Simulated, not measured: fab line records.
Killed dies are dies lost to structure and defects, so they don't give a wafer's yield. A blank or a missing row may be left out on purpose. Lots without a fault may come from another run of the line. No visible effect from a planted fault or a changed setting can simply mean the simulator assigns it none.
fab line records	flow n5_finfet	part 2 of 2: steps 5 to 6 of 6
record lots=24	wafers=72	last_day=18
route steps=1938 shown FIN_SAQP@99 FIN_CUT@163
lots that met no fault: taken from a fault-free run of the same line
start_h: hours from the record's opening day to when the first of the lot's shown wafers began	wait_h: hours since the lot's step before	" identical to the entry in the row above	L1.1+2: a single row standing in for several wafers	- no value, or no start was given	* or withheld: withheld	< > ~ a bound
route shown NAME@n: NAME is a module with steps in the file, n the number in the route of the first one	usual: average and standard deviation across the fault-free wafers	same: alike in all rows	chamber/n: place in a boat	sites: per-site readings	_std_site: how widely they spread, as a standard deviation	_edge_site: outer sites' mean less inner sites'	radius_mm: how far each site lies from the wafer's centre	mask NAME#n: copy n	behind: the last tool/chamber to shape the wafer	hold: cause of the lot's hold/its duration in hours/its outcome	device: which transistor (n, p or np) failed to switch	end of line: at the end of the route, the tests of the same wafers	a step given without rows: its recipe and nothing more	killed: dies lost to structure and defects at the first sort, not the wafer's yield	map: dies across one wafer; x = killed, . = not, _ = none there
set.NAME: the run value of the setting; set.NAME@STEP: its run value at that earlier step	model.NAME: the simulator's own value behind a step, which no gauge read
the route's steps for a sample of lots (tables are steps, rows are wafers)
services: the hour from which a tool's chamber was out of use, counted from the record's first day as start_h (under 0 if before that day), plus the number of hours and why
## steps
# step N5_FIN_CUT_CD_MEAS_08
# recipe target_cd_nm=29.1	landing_energy_ev=500	detector=se_inlens	polarity=opening
# usual cd_nm=29.08/0.23
lot.wafer	tool	chamber	start_h	wait_h	cd_nm
L074.1	cd_sem-03	0	26.72	-	29.37
L074.3	"	0	"	"	28.77
L074.6	"	0	"	"	28.87
L075.1	cd_sem-01	0	34.66	-	29.64
L075.3	"	0	"	"	29.19
L075.4	"	0	"	"	29.40
L076.1	cd_sem-01	0	38.06	-	29.07
L076.3	"	0	"	"	28.90
L076.6	"	0	"	"	29.13
L077.1	cd_sem-03	0	45.05	-	29.26
L077.3	"	0	"	"	28.87
L077.6	"	0	"	"	29.02
L078.2	cd_sem-03	0	51.55	-	29.28
L078.4	"	0	"	"	29.22
L078.5	"	0	"	"	28.87
L079.1	cd_sem-03	0	60.14	-	29.26
L079.3	"	0	"	"	28.93
L079.4	"	0	"	"	28.94
L080.2	cd_sem-01	0	64.18	-	29.51
L080.4	"	0	"	"	29.13
L080.5	"	0	"	"	29.30
L081.1	cd_sem-03	0	68.78	-	29.29
L081.4	"	0	"	"	29.28
L081.5	"	0	"	"	29.04
L082.1	cd_sem-02	0	74.85	-	28.95
L082.3	"	0	"	"	28.91
L082.5	"	0	"	"	29.13
L083.1	cd_sem-01	0	80.71	-	29.47
L083.5	"	0	"	"	28.83
L083.6	"	0	"	"	29.20
L084.2	cd_sem-02	0	86.68	-	28.82
L084.3	"	0	"	"	28.67
L084.5	"	0	"	"	29.19
L085.3	cd_sem-01	0	93.85	-	29.00
L085.5	"	0	"	"	29.22
L085.6	"	0	"	"	28.97
L086.1	cd_sem-01	0	99.96	-	29.47
L086.3	"	0	"	"	29.47
L086.4	"	0	"	"	29.16
L087.2	cd_sem-01	0	106.32	-	28.85
L087.3	"	0	"	"	29.59
L087.5	"	0	"	"	28.90
L088.1	cd_sem-02	0	111.64	-	28.31
L088.4	"	0	"	"	28.84
L088.5	"	0	"	"	28.39
L089.1	cd_sem-03	0	116.37	-	28.78
L089.5	"	0	"	"	29.01
L089.6	"	0	"	"	29.21
L090.1	cd_sem-01	0	125.48	-	29.11
L090.3	"	0	"	"	28.93
L090.5	"	0	"	"	29.44
L091.3	cd_sem-01	0	130.46	-	29.24
L091.4	"	0	"	"	29.01
L091.6	"	0	"	"	29.19
L092.3	cd_sem-02	0	136.59	-	29.49
L092.4	"	0	"	"	28.91
L092.6	"	0	"	"	28.96
L093.3	cd_sem-01	0	146.80	-	29.19
L093.4	"	0	"	"	29.33
L093.6	"	0	"	"	29.48
L094.1	cd_sem-03	0	148.00	-	28.99
L094.5	"	0	"	"	29.13
L094.6	"	0	"	"	29.29
L095.2	cd_sem-02	0	152.70	-	29.00
L095.4	"	0	"	"	28.84
L095.6	"	0	"	"	28.80
L096.1	cd_sem-01	0	161.58	-	29.27
L096.5	"	0	"	"	29.17
L096.6	"	0	"	"	28.96
L097.1	cd_sem-03	0	163.90	-	29.46
L097.2	"	0	"	"	28.99
L097.3	"	0	"	"	28.98
# step N5_FIN_CUT_DESCUM_13
# recipe chemistry=O2	time_s=7	source_power_w=50	bias_power_w=20	pressure_mtorr=20	rf_frequency_hz=2.712e+07	temp_c=40	resist=CAR-EUV	o2_flow_sccm=225
# usual drypump_motor_current_A=5.6/0.43	oes_product_au=0.79/0.09	rf_vpp_V=243.4/1.4	showerhead_plenum_p_Torr=2.11/0.062	throttle_valve_pct=20.39/0.11
lot.wafer	tool	chamber	start_h	wait_h	drypump_motor_current_A	oes_product_au	rf_hours_counter_h	rf_vpp_V	showerhead_plenum_p_Torr	throttle_valve_pct
L074.1	rie_diel-02	2	26.84	0.0	5.6	0.80	116	243.5	2.12	20.26
L074.3	"	0	"	"	5.4	0.71	212	240.5	1.98	20.31
L074.6	"	1	"	"	4.9	0.73	-	244.3	2.14	20.32
L075.1	rie_diel-02	1	35.46	0.7	4.9	0.72	208	244.5	2.14	20.31
L075.3	"	2	"	"	5.6	0.79	119	243.8	2.12	20.27
L075.4	"	3	"	"	5.1	0.75	128	244.5	2.19	20.56
L076.1	rie_diel-02	1	38.19	0.0	4.9	0.72	209	242.1	2.14	20.31
L076.3	"	0	"	"	5.4	0.71	215	240.9	1.98	20.30
L076.6	"	2	"	"	5.6	0.79	-	244.4	2.12	20.27
L077.1	rie_diel-02	0	45.18	0.0	5.4	0.71	217	240.3	1.98	20.32
L077.3	"	2	"	"	5.6	0.79	123	243.6	2.12	20.26
L077.6	"	1	"	"	4.9	0.72	-	244.3	2.14	20.33
L078.2	rie_diel-04	0	51.67	0.0	5.9	0.81	93	245.2	2.14	20.35
L078.4	"	0	"	"	5.9	0.81	-	243.9	2.14	20.36
L078.5	"	1	"	"	5.3	0.67	-	242.7	2.05	20.40
L079.1	rie_diel-02	3	60.26	0.0	5.2	0.75	136	244.6	2.18	20.58
L079.3	"	0	"	"	5.4	0.71	222	240.5	1.98	20.32
L079.4	"	2	"	"	5.6	0.79	128	241.9	2.12	20.28
L080.2	rie_diel-02	3	64.38	0.1	5.2	0.74	137	245.3	2.18	20.56
L080.4	"	0	"	"	5.4	0.71	223	239.7	1.98	20.33
L080.5	"	1	"	"	4.9	0.71	-	245.1	2.14	20.32
L081.1	rie_diel-04	1	68.90	0.0	5.4	0.67	258	243.8	2.04	20.43
L081.4	"	1	"	"	5.4	0.66	-	243.3	2.04	20.43
L081.5	"	0	"	"	5.9	0.81	-	244.6	2.14	20.36
L082.1	rie_diel-02	1	74.97	0.0	4.9	0.71	221	242.4	2.14	20.33
L082.3	"	0	"	"	5.4	0.71	226	240.5	1.97	20.34
L082.5	"	1	"	"	4.9	0.72	-	245.1	2.14	20.33
L083.1	rie_diel-04	1	81.02	0.2	5.3	0.66	263	242.7	2.04	20.44
L083.5	"	2	"	"	6.4	0.93	-	242.7	2.14	20.45
L083.6	"	1	"	"	5.4	0.66	-	242.3	2.04	20.41
L084.2	rie_diel-04	1	86.80	0.0	5.4	0.66	265	242.8	2.04	20.44
L084.3	"	0	"	"	5.9	0.80	107	244.3	2.13	20.37
L084.5	"	1	"	"	5.3	0.67	-	241.6	2.04	20.42
L085.3	rie_diel-02	2	93.98	0.0	5.6	0.77	137	242.0	2.11	20.27
L085.5	"	3	"	"	5.2	0.73	-	245.1	2.18	20.58
L085.6	"	0	"	"	5.4	0.70	-	241.4	1.97	20.33
L086.1	rie_diel-05	2	100.08	0.0	5.5	0.95	15	243.0	2.16	20.40
L086.3	"	1	"	"	5.6	0.78	129	242.5	2.12	20.47
L086.4	"	1	"	"	5.6	0.78	-	243.8	2.12	20.46
L087.2	rie_diel-04	2	106.44	0.0	6.4	0.91	27	243.1	2.14	20.44
L087.3	"	3	"	"	5.7	0.93	14	244.1	2.12	20.32
L087.5	"	0	"	"	5.9	0.80	-	243.5	2.13	20.37
L088.1	rie_diel-02	2	111.77	0.0	5.6	0.77	143	243.6	2.11	20.31
L088.4	"	0	"	"	5.4	0.70	237	240.6	1.97	20.32
L088.5	"	0	"	"	5.4	0.69	-	240.1	1.97	20.34
L089.1	rie_diel-05	2	116.49	0.0	5.5	0.93	21	245.6	2.16	20.43
L089.5	"	0	"	"	6.2	0.75	-	244.8	2.17	20.55
L089.6	"	3	"	"	5.6	0.96	-	242.2	2.07	20.30
L090.1	rie_diel-02	0	125.61	0.0	5.4	0.69	240	242.3	1.97	20.34
L090.3	"	1	"	"	4.9	0.70	235	244.9	2.13	20.34
L090.5	"	3	"	"	5.2	0.72	-	244.0	2.18	20.60
L091.3	rie_diel-04	3	130.73	0.2	5.7	0.90	22	243.2	2.11	20.31
L091.4	"	3	"	"	5.7	0.90	-	244.4	2.12	20.31
L091.6	"	0	"	"	5.9	0.78	-	244.1	2.13	20.39
L092.3	rie_diel-05	1	136.71	0.0	5.6	0.77	140	243.7	2.12	20.50
L092.4	"	3	"	"	5.6	0.94	8	243.0	2.07	20.32
L092.6	"	0	"	"	6.2	0.76	-	243.4	2.17	20.57
L093.3	rie_diel-04	3	146.92	0.0	5.7	0.89	28	242.8	2.11	20.33
L093.4	"	0	"	"	5.9	0.78	-	242.2	2.13	20.40
L093.6	"	1	"	"	5.4	0.99	-	242.8	2.04	20.08
L094.1	rie_diel-02	1	148.13	0.0	4.9	0.70	241	245.0	2.13	20.35
L094.5	"	0	"	"	5.3	0.68	-	240.6	1.97	20.36
L094.6	"	3	"	"	5.2	0.72	-	243.3	2.17	20.62
L095.2	rie_diel-04	1	152.82	0.0	5.3	0.98	3	243.0	2.04	20.09
L095.4	"	0	"	"	5.9	0.78	131	243.5	2.13	20.41
L095.6	"	3	"	"	5.7	0.88	-	243.4	2.11	20.32
L096.1	rie_diel-04	1	161.71	0.0	5.3	0.97	5	241.9	2.04	20.11
L096.5	"	1	"	"	5.4	0.96	-	242.4	2.04	20.09
L096.6	"	2	"	"	6.4	0.88	-	242.2	2.13	20.46
L097.1	rie_diel-05	1	164.02	0.0	5.6	0.76	147	243.6	2.11	20.52
L097.2	"	0	"	"	6.2	0.74	163	243.3	2.16	20.59
L097.3	"	3	"	"	5.6	0.92	14	242.8	2.07	20.35
## services
tool	chamber	start_h	hours	kind
rie_si-04	3	0.09	9.4	repair
rie_diel-03	2	4.55	8.3	repair
rie_si-04	0	5.28	8.0	repair
rie_diel-02	2	19.97	4.2	repair
rie_diel-03	1	26.25	10.1	repair
rie_diel-04	3	28.67	77.2	repair
vapor_etch-02	-	33.94	0.8	repair
rie_si-01	-	45.46	0.5	repair
rie_si-06	0	46.11	1.2	repair
pecvd-01	-	46.77	0.6	repair
rie_diel-05	3	55.54	9.2	repair
rie_diel-04	0	57.00	4.1	repair
rie_diel-05	2	63.93	2.1	repair
rie_diel-01	1	66.24	16.2	repair
rie_diel-06	0	95.43	9.2	repair
rie_diel-01	0	107.19	29.5	repair
rie_diel-05	1	112.71	3.3	repair
rie_si-04	1	129.85	13.3	repair
rie_si-04	2	130.62	24.5	repair
rie_si-04	0	133.50	2.9	repair
pecvd-03	-	142.42	14.6	pm
rie_diel-04	2	143.32	5.9	repair
rie_diel-04	-	144.48	0.2	repair
rie_diel-02	2	145.20	5.7	repair
